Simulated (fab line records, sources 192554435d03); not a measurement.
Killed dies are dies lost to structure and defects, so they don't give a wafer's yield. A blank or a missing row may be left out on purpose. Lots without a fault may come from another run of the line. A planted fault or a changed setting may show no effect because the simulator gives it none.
One fault seen from 2 desks | flow n5_finfet | each desk has only its own numbers; what lay behind them comes last
Where a reading is given only as a bound, like >300, the bound stands for it, and a mean or a difference that rests on one is marked > or <: the true number lies beyond.

THE TOOL OWNER'S DESK: pecvd-01
The tool's own readings at N5_PASSIVATION_PECVD_55 (deposits SiO2 from SiH4/N2O, target thk 400 nm, time 22.5 s): means of the sampled wafers that have a number, for each lot that ran on this tool. A lot is out of limits, marked OUT, if its mean lies more than 4 standard deviations from the usual mean; the brackets give that distance.
Columns: A = heater_power_w at N5_PASSIVATION_PECVD_55, usual 639 W; B = showerhead_plenum_p_Torr at N5_PASSIVATION_PECVD_55, usual 8.19 Torr; C = susceptor_temp_C at N5_PASSIVATION_PECVD_55, usual 400.01 C; D = throttle_valve_pct at N5_PASSIVATION_PECVD_55, usual 53 %
lot  | first seen here | A   | B    | C      | D
L910 | day 12 00:53    | 703 | 8.18 | 399.90 | 59
L916 | day 13 20:23    | 690 | 8.24 | 400.01 | 58
L919 | day 14 11:58    | 688 | 8.26 | 400.07 | 55
This desk's finding: nothing out of limits on any of the 3 lots.

THE DEFECT DESK
What the inspections along the route counted, lot by lot: means of the sampled wafers that have a number. A lot is out of limits, marked OUT, if its mean lies more than 4 standard deviations from the usual mean; the brackets give that distance.
Columns: A = raw_defect_count at N5_PASSIVATION_INSPECT_61, usual 2.0
lot  | first seen here | A
L910 | day 12 01:29    | 2.7
L916 | day 13 20:54    | >300 (+99 or more) OUT
L919 | day 14 12:46    | >300 (+99 or more) OUT
L927 | day 16 02:22    | 3.0
This desk's finding: out of limits on L916, L919; first on L916, day 13 20:54 (raw_defect_count at N5_PASSIVATION_INSPECT_61). In limits: L910, L927.

PUT TOGETHER
The defect desk could have raised an alarm at day 13 20:54, on L916, L919.
The tool owner's desk saw nothing out of limits.
The tool owner's desk has L916, L919 on record, within its limits.
Of the lots named, all ran N5_PASSIVATION_PECVD_55 on pecvd-01.

WHAT THE SIMULATOR HAD PUT IN
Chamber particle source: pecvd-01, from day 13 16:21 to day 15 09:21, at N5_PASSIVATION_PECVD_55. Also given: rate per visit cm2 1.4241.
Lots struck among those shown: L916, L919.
Hours from the fault's start to each desk's first reading out of limits: the defect desk, 5.
